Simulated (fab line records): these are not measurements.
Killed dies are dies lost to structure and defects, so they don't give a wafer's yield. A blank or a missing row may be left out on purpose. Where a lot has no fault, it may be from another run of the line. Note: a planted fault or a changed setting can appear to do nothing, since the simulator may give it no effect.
Which tool did it? -- flow nandHarc -- 24 lots, 72 wafers sampled, at 6 steps of a route of 1159

== WHAT THE GAUGES READ, wafer by wafer ==
NHARC_P_M1_INSPECT_11.
lot,measured,on,rawDefectCount
L074,day 5 22:16,defectInspect-02,9 5 4
L075,day 5 23:13,defectInspect-01,8 5 7
L077,day 6 15:29,defectInspect-01,4 2 6
L076,day 6 15:54,defectInspect-01,3 2 2
L078,day 6 17:44,defectInspect-02,1 3 2
L080,day 7 05:26,defectInspect-01,5 6 6
L079,day 7 05:02,defectInspect-01,4 1 1
L081,day 7 19:36,defectInspect-01,3 6 3
L082,day 8 04:41,defectInspect-01,2 0 6
L083,day 8 09:34,defectInspect-02,6 3 2
L084,day 8 16:26,defectInspect-02,1 5 2
L085,day 8 17:59,defectInspect-02,1 0 3
L086,day 9 12:23,defectInspect-01,7 3 2
L087,day 9 13:04,defectInspect-02,1 2 2
L089,day 9 14:32,defectInspect-02,3 8 4
L088,day 9 19:47,defectInspect-02,6 3 2
L090,day 10 04:26,defectInspect-01,5 4 6
L091,day 10 05:07,defectInspect-01,4 2 5
L092,day 10 16:31,defectInspect-01,15 4 11
L093,day 11 02:02,defectInspect-01,5 6 8
L094,day 11 02:19,defectInspect-01,5 1 7
L095,day 11 05:46,defectInspect-01,7 7 2
L096,day 11 06:28,defectInspect-01,4 7 8
L097,day 11 16:41,defectInspect-01,5 8 5

NHARC_A_SOURCE_PLATE_THK_MEAS_09: measures by ellipsometry.
lot,measured,on,thkNm (nm)
L074,day 6 21:07,filmMetro-02,9.2 10.3 8.1
L075,day 6 21:07,filmMetro-01,11.2 10.2 9.0
L077,day 7 14:23,filmMetro-01,12.0 7.9 10.2
L076,day 7 14:23,filmMetro-01,9.8 9.8 10.8
L078,day 7 14:23,filmMetro-02,10.9 9.4 9.2
L080,day 8 03:11,filmMetro-02,11.2 10.0 10.8
L079,day 8 03:11,filmMetro-01,10.7 9.0 11.9
L081,day 8 20:05,filmMetro-02,9.7 9.8 9.7
L082,day 9 02:17,filmMetro-01,8.9 10.0 9.5
L083,day 9 07:31,filmMetro-01,10.0 8.4 11.1
L084,day 9 13:50,filmMetro-02,9.7 10.7 9.3
L085,day 9 13:49,filmMetro-01,11.2 9.7 9.8
L086,day 10 10:10,filmMetro-02,9.1 9.5 9.5
L087,day 10 10:10,filmMetro-01,10.8 8.1 11.4
L089,day 10 10:10,filmMetro-02,10.3 10.8 8.3
L088,day 10 17:00,filmMetro-01,9.7 11.0 9.2
L090,day 11 02:53,filmMetro-01,9.8 11.1 11.2
L091,day 11 02:53,filmMetro-02,9.4 10.1 10.0
L092,day 11 13:58,filmMetro-02,10.3 9.8 7.7
L093,day 12 00:59,filmMetro-01,9.2 10.4 10.3
L094,day 12 00:59,filmMetro-02,10.6 9.4 8.7
L095,day 12 08:16,filmMetro-01,7.7 10.5 10.5
L096,day 12 08:16,filmMetro-02,11.2 9.7 10.2
L097,day 12 17:10,filmMetro-02,10.5 8.2 8.4

== TOOL THAT RAN EACH LOT (tool first, then ch and the chambers of the sampled wafers, then the start) ==
lot,NHARC_P_CONTACT_PVD_32,NHARC_P_M0_DESCUM_14,NHARC_P_M0_PRE_CLEAN_29,NHARC_P_BONDPAD_ETCH_24
L074,"pvdSputter-01, day 5 18:00 or earlier","rieDiel-01 ch 1,2,3, day 5 18:00","pvdSputter-01, day 5 22:16 or earlier","rieDiel-06 ch 1,2,3, day 6 21:07 or earlier"
L075,"pvdSputter-02, day 5 18:41 or earlier","rieDiel-01 ch 1,2,3, day 5 18:41","pvdSputter-01, day 5 23:13 or earlier","rieDiel-06 ch 1,3, day 6 21:07 or earlier"
L077,"pvdSputter-03, day 6 11:30 or earlier","rieDiel-13 ch 1,2,3, day 6 11:30","pvdSputter-02, day 6 15:29 or earlier","rieDiel-06 ch 0,1,2, day 7 14:23 or earlier"
L076,"pvdSputter-02, day 6 11:51 or earlier","rieDiel-01 ch 1,2, day 6 11:51","pvdSputter-01, day 6 15:54 or earlier","rieDiel-06 ch 2,3, day 7 14:23 or earlier"
L078,"pvdSputter-02, day 6 13:47 or earlier","rieDiel-13 ch 0,1,2, day 6 13:47","pvdSputter-03, day 6 17:44 or earlier","rieDiel-08 ch 0,1,3, day 7 14:23 or earlier"
L080,"pvdSputter-01, day 7 00:49 or earlier","rieDiel-04 ch 0,3, day 7 00:49","pvdSputter-02, day 7 05:26 or earlier","rieDiel-08 ch 2,3, day 8 03:11 or earlier"
L079,"pvdSputter-02, day 7 01:01 or earlier","rieDiel-13 ch 0,3, day 7 01:01","pvdSputter-01, day 7 05:02 or earlier","rieDiel-08 ch 0,1, day 8 03:11 or earlier"
L081,"pvdSputter-01, day 7 15:32 or earlier","rieDiel-04 ch 1,2,3, day 7 15:32","pvdSputter-01, day 7 19:36 or earlier","rieDiel-08 ch 0,2,3, day 8 20:05 or earlier"
L082,"pvdSputter-03, day 8 00:35 or earlier","rieDiel-13 ch 0,1,3, day 8 00:35","pvdSputter-03, day 8 04:41 or earlier","rieDiel-08 ch 0,1,3, day 9 02:17 or earlier"
L083,"pvdSputter-03, day 8 05:17 or earlier","rieDiel-04 ch 0,1,2, day 8 05:17","pvdSputter-03, day 8 09:34 or earlier","rieDiel-08 ch 0,2,3, day 9 07:31 or earlier"
L084,"pvdSputter-02, day 8 12:27 or earlier","rieDiel-13 ch 1,3, day 8 12:27","pvdSputter-02, day 8 16:26 or earlier","rieDiel-08 ch 0,3, day 9 13:50 or earlier"
L085,"pvdSputter-03, day 8 13:37 or earlier","rieDiel-13 ch 0,1, day 8 13:37","pvdSputter-02, day 8 17:59 or earlier","rieDiel-06 ch 0,2,3, day 9 13:49 or earlier"
L086,"pvdSputter-01, day 9 08:32 or earlier","rieDiel-04 ch 0,2,3, day 9 08:32","pvdSputter-03, day 9 12:23 or earlier","rieDiel-06 ch 0,1,2, day 10 10:10 or earlier"
L087,"pvdSputter-03, day 9 09:03 or earlier","rieDiel-01 ch 1,2,3, day 9 09:03","pvdSputter-02, day 9 13:04 or earlier","rieDiel-06 ch 0,1,2, day 10 10:10 or earlier"
L089,"pvdSputter-03, day 9 10:13 or earlier","rieDiel-13 ch 0,1, day 9 10:13","pvdSputter-02, day 9 14:32 or earlier","rieDiel-08 ch 2,3, day 10 10:10 or earlier"
L088,"pvdSputter-03, day 9 15:54 or earlier","rieDiel-13 ch 2,3, day 9 15:54","pvdSputter-01, day 9 19:47 or earlier","rieDiel-08 ch 1,2, day 10 17:00 or earlier"
L090,"pvdSputter-02, day 10 00:25 or earlier","rieDiel-04 ch 0,1, day 10 00:25","pvdSputter-03, day 10 04:26 or earlier","rieDiel-08 ch 0,2, day 11 02:53 or earlier"
L091,"pvdSputter-03, day 10 00:45 or earlier","rieDiel-04 ch 0,1,2, day 10 00:45","pvdSputter-03, day 10 05:07 or earlier","rieDiel-08 ch 0,1,3, day 11 02:53 or earlier"
L092,"pvdSputter-03, day 10 12:29 or earlier","rieDiel-13 ch 0,2, day 10 12:29","pvdSputter-03, day 10 16:31 or earlier","rieDiel-08 ch 0,1,3, day 11 13:58 or earlier"
L093,"pvdSputter-02, day 10 22:02 or earlier","rieDiel-13 ch 1,2, day 10 22:02","pvdSputter-02, day 11 02:02 or earlier","rieDiel-08 ch 0,1,2, day 12 00:59 or earlier"
L094,"pvdSputter-02, day 10 22:11 or earlier","rieDiel-01 ch 0,1,3, day 10 22:11","pvdSputter-03, day 11 02:19 or earlier","rieDiel-08 ch 1,3, day 12 00:59 or earlier"
L095,"pvdSputter-01, day 11 01:36 or earlier","rieDiel-13 ch 0,2,3, day 11 01:36","pvdSputter-01, day 11 05:46 or earlier","rieDiel-08 ch 0,1,3, day 12 08:16 or earlier"
L096,"pvdSputter-02, day 11 02:32 or earlier","rieDiel-04 ch 0,1, day 11 02:32","pvdSputter-02, day 11 06:28 or earlier","rieDiel-08 ch 0,3, day 12 08:16 or earlier"
L097,"pvdSputter-02, day 11 12:16 or earlier","rieDiel-13 ch 0,2,3, day 11 12:16","pvdSputter-01, day 11 16:41 or earlier","rieDiel-08 ch 1,2, day 12 17:10 or earlier"
- NHARC_P_CONTACT_PVD_32: deposits Ti, target thk 5 nm, time 17.7 s.
- NHARC_P_M0_DESCUM_14: chemistry O2, time 3 s.
- NHARC_P_M0_PRE_CLEAN_29: time 30 s.
- NHARC_P_BONDPAD_ETCH_24: etches the open film in CF4/N2, target depth 30 nm, time 72.99 s.

== AS READ BY THE TOOLS THEMSELVES (means over the sampled wafers that have a number; for cases with no such wafer, the mark the record gives instead) ==
NHARC_P_CONTACT_PVD_32.
lot,tool,chamberPressurePa (Pa),throttleValvePct (%)
L074,pvdSputter-01,5.005,30.3
L075,pvdSputter-02,4.999,30.3
L077,pvdSputter-03,5.003,30.7
L076,pvdSputter-02,5.010,29.7
L078,pvdSputter-02,5.009,30.1
L080,pvdSputter-01,4.996,30.0
L079,pvdSputter-02,5.001,29.9
L081,pvdSputter-01,4.994,30.0
L082,pvdSputter-03,4.999,30.6
L083,pvdSputter-03,5.006,30.9
L084,pvdSputter-02,5.006,30.5
L085,pvdSputter-03,5.002,30.0
L086,pvdSputter-01,5.007,29.7
L087,pvdSputter-03,4.999,30.2
L089,pvdSputter-03,4.995,30.8
L088,pvdSputter-03,4.990,30.8
L090,pvdSputter-02,5.008,29.8
L091,pvdSputter-03,5.007,31.1
L092,pvdSputter-03,5.003,31.0
L093,pvdSputter-02,5.001,29.3
L094,pvdSputter-02,5.006,29.5
L095,pvdSputter-01,4.997,30.4
L096,pvdSputter-02,5.004,30.0
L097,pvdSputter-02,5.002,29.9

NHARC_P_M0_DESCUM_14.
lot,tool,chamberPressureMTorr (mTorr),drypumpMotorCurrentA (A),oesProductAu (a.u.),rfVppV (V),showerheadPlenumPTorr (Torr),throttleValvePct (%)
L074,rieDiel-01,60.00,5.9,0.990,57.7,1.93,11.320
L075,rieDiel-01,59.99,6.0,0.997,57.7,1.93,11.307
L077,rieDiel-13,59.99,5.8,1.002,58.1,1.98,11.310
L076,rieDiel-01,60.03,5.9,0.988,57.5,1.90,11.314
L078,rieDiel-13,60.05,5.7,1.006,56.6,1.89,11.308
L080,rieDiel-04,60.02,5.7,0.988,57.8,1.93,11.305
L079,rieDiel-13,60.05,5.7,1.007,58.0,1.97,11.306
L081,rieDiel-04,60.03,5.6,1.004,57.5,1.94,11.307
L082,rieDiel-13,59.97,5.6,1.003,57.3,1.90,11.316
L083,rieDiel-04,59.97,5.7,0.992,58.4,1.95,11.304
L084,rieDiel-13,60.01,5.7,0.995,58.2,1.98,11.313
L085,rieDiel-13,59.94,5.6,0.999,57.0,1.80,11.306
L086,rieDiel-04,60.00,5.5,0.990,57.3,1.92,11.309
L087,rieDiel-01,59.94,5.9,0.988,58.5,1.93,11.307
L089,rieDiel-13,60.00,5.5,0.994,56.9,1.82,11.299
L088,rieDiel-13,60.01,5.9,1.000,58.5,2.05,11.310
L090,rieDiel-04,60.01,5.9,0.999,58.5,1.98,11.319
L091,rieDiel-04,59.95,5.7,1.001,57.7,1.94,11.308
L092,rieDiel-13,59.99,5.7,0.997,56.9,1.88,11.309
L093,rieDiel-13,59.97,5.7,0.997,57.9,1.90,11.322
L094,rieDiel-01,60.03,6.0,0.987,58.0,1.99,11.311
L095,rieDiel-13,59.99,5.8,0.994,58.1,1.97,11.314
L096,rieDiel-04,59.96,5.9,0.989,58.0,1.98,11.306
L097,rieDiel-13,59.96,5.8,0.990,57.2,1.97,11.316

NHARC_P_M0_PRE_CLEAN_29.
lot,tool,heaterPowerW (W)
L074,pvdSputter-01,414
L075,pvdSputter-01,404
L077,pvdSputter-02,398
L076,pvdSputter-01,412
L078,pvdSputter-03,429
L080,pvdSputter-02,404
L079,pvdSputter-01,378
L081,pvdSputter-01,381
L082,pvdSputter-03,430
L083,pvdSputter-03,401
L084,pvdSputter-02,399
L085,pvdSputter-02,409
L086,pvdSputter-03,396
L087,pvdSputter-02,401
L089,pvdSputter-02,419
L088,pvdSputter-01,412
L090,pvdSputter-03,420
L091,pvdSputter-03,399
L092,pvdSputter-03,407
L093,pvdSputter-02,401
L094,pvdSputter-03,420
L095,pvdSputter-01,431
L096,pvdSputter-02,412
L097,pvdSputter-01,407

NHARC_P_BONDPAD_ETCH_24.
lot,tool,chamberPressureMTorr (mTorr),drypumpMotorCurrentA (A),oesProductAu (a.u.),rfVppV (V),showerheadPlenumPTorr (Torr),throttleValvePct (%)
L074,rieDiel-06,29.98,6.14,0.999,315.8,2.68,19.795
L075,rieDiel-06,30.00,6.07,0.997,314.4,2.65,19.797
L077,rieDiel-06,30.00,6.34,1.001,313.4,2.61,19.798
L076,rieDiel-06,30.01,5.96,1.009,315.6,2.70,19.786
L078,rieDiel-08,30.00,5.96,1.001,314.3,2.63,19.794
L080,rieDiel-08,30.03,5.76,1.012,314.3,2.62,19.801
L079,rieDiel-08,29.99,6.06,0.999,314.5,2.65,19.796
L081,rieDiel-08,30.03,5.82,1.018,314.7,2.64,19.803
L082,rieDiel-08,30.00,5.98,1.002,314.6,2.63,19.796
L083,rieDiel-08,29.99,5.86,1.013,313.9,2.64,19.800
L084,rieDiel-08,30.01,5.84,1.012,313.6,2.58,19.792
L085,rieDiel-06,30.00,6.17,1.003,314.1,2.63,19.793
L086,rieDiel-06,30.00,6.35,1.002,313.9,2.60,19.798
L087,rieDiel-06,30.04,6.36,1.004,313.9,2.60,19.789
L089,rieDiel-08,29.98,5.85,1.012,314.8,2.69,19.794
L088,rieDiel-08,29.98,6.21,1.005,315.5,2.74,19.791
L090,rieDiel-08,30.00,5.97,1.006,315.3,2.72,19.795
L091,rieDiel-08,29.98,5.94,1.001,314.5,2.62,19.804
L092,rieDiel-08,30.00,5.96,1.006,314.5,2.62,19.802
L093,rieDiel-08,30.01,6.06,0.996,314.9,2.70,19.791
L094,rieDiel-08,30.01,5.88,0.997,313.6,2.59,19.795
L095,rieDiel-08,30.04,5.96,1.005,313.9,2.62,19.788
L096,rieDiel-08,29.99,5.86,0.997,313.5,2.58,19.788
L097,rieDiel-08,30.01,6.10,1.004,316.9,2.75,19.800

== THE ANSWER, worked out from the rows above alone ==
Rule: what is usual is taken from the lots themselves. Put in order of their means at a reading, lots are off if they are a third of the lots or fewer, leave a main group of 4 or more, and stand apart from it by a gap of 3 or more times the standard deviation of the main group's means; of several such gaps the widest counts. The tables above print the reading to a certain number of digits; a main group whose means all agree to those digits is not used. A lot without any number at a reading at which 4 lots or more have one is off too. Where the step has rows for the other lots, those lots are counted as sound. The gauges are gone through in route order, then the tools' own readings, and for those a lot's mean is taken as printed above. The first step at which some lot is off is used, and at that step the reading that is off furthest; a lot without a number counts as furthest.
None of the lots is off at any reading shown; this tells nothing.

== WHAT WAS PUT IN BY THE SIMULATOR ==
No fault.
